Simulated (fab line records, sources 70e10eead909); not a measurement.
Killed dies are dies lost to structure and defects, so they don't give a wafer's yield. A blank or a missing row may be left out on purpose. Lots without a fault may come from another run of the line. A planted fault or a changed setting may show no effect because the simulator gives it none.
Which tool did it? | flow nand_harc | 11 lots, 31 wafers sampled, at 6 steps of a route of 1302

WHAT THE GAUGES READ, wafer by wafer
NHARC_A_SGD_CUT_INSPECT_25.
lot  | measured     | on                | raw_defect_count
L105 | day 19 16:24 | defect_inspect-02 | 460 444 442
L104 | day 19 16:27 | defect_inspect-01 | 443 450 412
L106 | day 20 06:52 | defect_inspect-01 | 387 389 292
L107 | day 20 16:27 | defect_inspect-02 | 550 430 384
L110 | day 21 10:04 | defect_inspect-02 | 300 359 437
L115 | day 24 02:02 | defect_inspect-01 | 315 302 224
L118 | day 25 07:16 | defect_inspect-02 | 388
L124 | day 27 13:07 | defect_inspect-02 | 438 366 334
L123 | day 27 13:10 | defect_inspect-02 | 483 449 445
L126 | day 28 15:49 | defect_inspect-01 | 445 332 334
L125 | day 28 20:14 | defect_inspect-01 | 352 333 484

NHARC_A_SIN_REMOVE_INSPECT_04.
lot  | measured     | on                | raw_defect_count
L105 | day 20 10:13 | defect_inspect-01 | 445 413 388
L104 | day 20 13:58 | defect_inspect-01 | 470 488 405
L106 | day 21 00:59 | defect_inspect-02 | 357 342 302
L107 | day 21 13:29 | defect_inspect-02 | 580 428 360
L110 | day 22 08:53 | defect_inspect-02 | 304 337 404
L115 | day 24 21:51 | defect_inspect-02 | 395 863 774 383 864 773
L118 | day 26 01:08 | defect_inspect-01 | 918 906
L124 | day 28 07:31 | defect_inspect-02 | 454 385 317
L123 | day 28 11:15 | defect_inspect-01 | 484 435 459
L126 | day 29 09:50 | defect_inspect-01 | 469 382 351
L125 | day 29 14:23 | defect_inspect-01 | 335 303 431

NHARC_END_SORT_01.
lot  | measured     | on        | killed_at_array | killed_at_other | killed_at_periphery | killed_dies | killed_open | killed_short
L115 | day 29 12:59 | prober-01 | 55 102 105      | 2 2 3           | 4 6 6               | 61 110 114  | 2 3 2       | 3 2 4
L118 | day 30 23:22 | prober-02 | 108             | 0               | 8                   | 116         | 2           | 0

WHICH TOOL RAN EACH LOT (tool, then ch and the chambers of the sampled wafers, then the start)
lot  | NHARC_A_SGD_CUT_ETCHBACK_24        | NHARC_A_SLIT_ETCH_24               | NHARC_A_SLIT_ETCH_17
L105 | rie_diel-11 ch 0,1,2, day 19 16:10 | rie_diel-09 ch 0,1,2, day 19 21:21 | har_etch-01 ch 0,1, day 19 22:31
L104 | rie_diel-05 ch 1,2, day 19 16:10   | rie_diel-09 ch 0,1,2, day 19 23:59 | har_etch-01 ch 0,1, day 20 02:20
L106 | rie_diel-05 ch 1,2, day 20 06:37   | rie_diel-10 ch 0,1,3, day 20 12:05 | har_etch-02 ch 0,1, day 20 14:26
L107 | rie_diel-11 ch 0,1,3, day 20 16:13 | rie_diel-09 ch 1,2,3, day 20 21:38 | har_etch-01 ch 0,1, day 21 01:52
L110 | rie_diel-11 ch 0,2,3, day 21 09:49 | rie_diel-10 ch 0,2,3, day 21 20:04 | har_etch-02 ch 0, day 21 21:50
L115 | rie_diel-11 ch 1,2, day 24 01:47   | rie_diel-10 ch 0,1,2, day 24 09:01 | har_etch-01 ch 0,1, day 24 10:46
L118 | rie_diel-07 ch 1, day 25 07:04     | rie_diel-08 ch 0, day 25 12:23     | har_etch-01 ch 1, day 25 15:20
L124 | rie_diel-07 ch 0,1,2, day 27 12:51 | rie_diel-08 ch 0,1,3, day 27 19:05 | har_etch-02 ch 0,1, day 27 20:51
L123 | rie_diel-07 ch 0,1,3, day 27 12:58 | rie_diel-10 ch 0,1, day 27 20:00   | har_etch-01 ch 0,1, day 27 23:38
L126 | rie_diel-05 ch 0,2, day 28 15:35   | rie_diel-09 ch 2,3, day 28 21:01   | har_etch-01 ch 0,1, day 28 22:11
L125 | rie_diel-05 ch 0,1,2, day 28 19:59 | rie_diel-09 ch 1,2,3, day 29 01:24 | har_etch-02 ch 1, day 29 02:34
- NHARC_A_SGD_CUT_ETCHBACK_24: etches the open film in CH3F/O2, target depth 50 nm, time 92.857 s.
- NHARC_A_SLIT_ETCH_24: etches the open film in CF4/CHF3, target depth 121 nm, time 60.5 s.
- NHARC_A_SLIT_ETCH_17: etches the open film in C4F8/O2/Ar, time 4254.5 s, target depth 20300 nm.

WHAT THE TOOLS THEMSELVES READ (means of the sampled wafers that have a number; where no wafer has one, the mark that the record gives instead)
NHARC_A_SGD_CUT_ETCHBACK_24.
lot  | tool        | drypump_motor_current_A (A) | oes_product_au (a.u.) | rf_vpp_V (V) | showerhead_plenum_p_Torr (Torr) | throttle_valve_pct (%)
L105 | rie_diel-11 | 5.5                         | 0.92                  | 245.6        | 2.52                            | 20.656
L104 | rie_diel-05 | 5.2                         | 0.92                  | 244.6        | 2.49                            | 20.663
L106 | rie_diel-05 | 5.2                         | 0.93                  | 243.9        | 2.49                            | 20.647
L107 | rie_diel-11 | 5.6                         | 0.99                  | 245.0        | 2.47                            | 20.654
L110 | rie_diel-11 | 5.7                         | 1.00                  | 246.1        | 2.55                            | 20.661
L115 | rie_diel-11 | 5.3                         | 0.93                  | 244.2        | 2.43                            | 20.670
L118 | rie_diel-07 | 5.9                         | 1.00                  | 243.6        | 2.49                            | 20.669
L124 | rie_diel-07 | 6.0                         | 1.01                  | 246.3        | 2.54                            | 20.672
L123 | rie_diel-07 | 6.0                         | 1.00                  | 246.2        | 2.57                            | 20.663
L126 | rie_diel-05 | 5.4                         | 0.94                  | 245.7        | 2.57                            | 20.647
L125 | rie_diel-05 | 5.5                         | 0.97                  | 245.4        | 2.53                            | 20.668

NHARC_A_SLIT_ETCH_24.
lot  | tool        | drypump_motor_current_A (A) | oes_product_au (a.u.) | rf_vpp_V (V) | showerhead_plenum_p_Torr (Torr) | throttle_valve_pct (%)
L105 | rie_diel-09 | 5.9                         | 0.961                 | 373.5        | 1.62                            | 16.795
L104 | rie_diel-09 | 5.9                         | 0.973                 | 372.8        | 1.62                            | 16.805
L106 | rie_diel-10 | 5.7                         | 0.969                 | 369.8        | 1.56                            | 16.806
L107 | rie_diel-09 | 5.7                         | 0.953                 | 371.7        | 1.62                            | 16.800
L110 | rie_diel-10 | 5.4                         | 0.983                 | 370.5        | 1.57                            | 16.805
L115 | rie_diel-10 | 5.4                         | 0.966                 | 369.2        | 1.54                            | 16.805
L118 | rie_diel-08 | 5.6                         | 0.987                 | 374.3        | 1.68                            | 16.794
L124 | rie_diel-08 | 5.9                         | 0.968                 | 370.9        | 1.60                            | 16.803
L123 | rie_diel-10 | 5.7                         | 0.983                 | 369.3        | 1.52                            | 16.808
L126 | rie_diel-09 | 6.2                         | 0.961                 | 370.5        | 1.57                            | 16.798
L125 | rie_diel-09 | 5.7                         | 0.929                 | 372.2        | 1.62                            | 16.804

NHARC_A_SLIT_ETCH_17.
lot  | tool        | drypump_motor_current_A (A) | showerhead_plenum_p_Torr (Torr) | throttle_valve_pct (%)
L105 | har_etch-01 | 5.3                         | 3.64                            | 32.054
L104 | har_etch-01 | 5.5                         | 3.64                            | 32.052
L106 | har_etch-02 | 6.1                         | 3.83                            | 32.051
L107 | har_etch-01 | 5.5                         | 3.63                            | 32.045
L110 | har_etch-02 | 5.9                         | 3.91                            | 32.043
L115 | har_etch-01 | 5.3                         | 3.60                            | 32.048
L118 | har_etch-01 | 5.0                         | 3.58                            | 32.035
L124 | har_etch-02 | 6.1                         | 3.77                            | 32.044
L123 | har_etch-01 | 5.5                         | 3.58                            | 32.048
L126 | har_etch-01 | 5.5                         | 3.57                            | 32.047
L125 | har_etch-02 | 6.6                         | 3.59                            | 32.034

THE ANSWER, worked out from the rows above alone
Rule: what is usual is taken from the lots themselves. Put in order of their means at a reading, lots are off if they are a third of the lots or fewer, leave a main group of 4 or more, and stand apart from it by a gap of 3 or more times the standard deviation of the main group's means; of several such gaps the widest counts. A main group whose means are all the same, to the digits that the tables above print for the reading, isn't used. A lot without any number at a reading at which 4 lots or more have one is off too. The other lots that the step has rows for count as sound. The gauges are gone through in route order, then the tools' own readings, and for those a lot's mean is taken as printed above. The first step at which some lot is off is used, and at that step the reading that is off furthest; a lot without a number counts as furthest.
Off: L115, L118, at NHARC_A_SIN_REMOVE_INSPECT_04 (raw_defect_count). The main group: mean 401, standard deviation 46.
A tool fits if, at a process step before that reading, it ran every lot that is off, and no sound lot after the first of them. The gauges at NHARC_A_SIN_REMOVE_INSPECT_04 are tried like those tools. None of those tried fits.

WHAT THE SIMULATOR HAD PUT IN
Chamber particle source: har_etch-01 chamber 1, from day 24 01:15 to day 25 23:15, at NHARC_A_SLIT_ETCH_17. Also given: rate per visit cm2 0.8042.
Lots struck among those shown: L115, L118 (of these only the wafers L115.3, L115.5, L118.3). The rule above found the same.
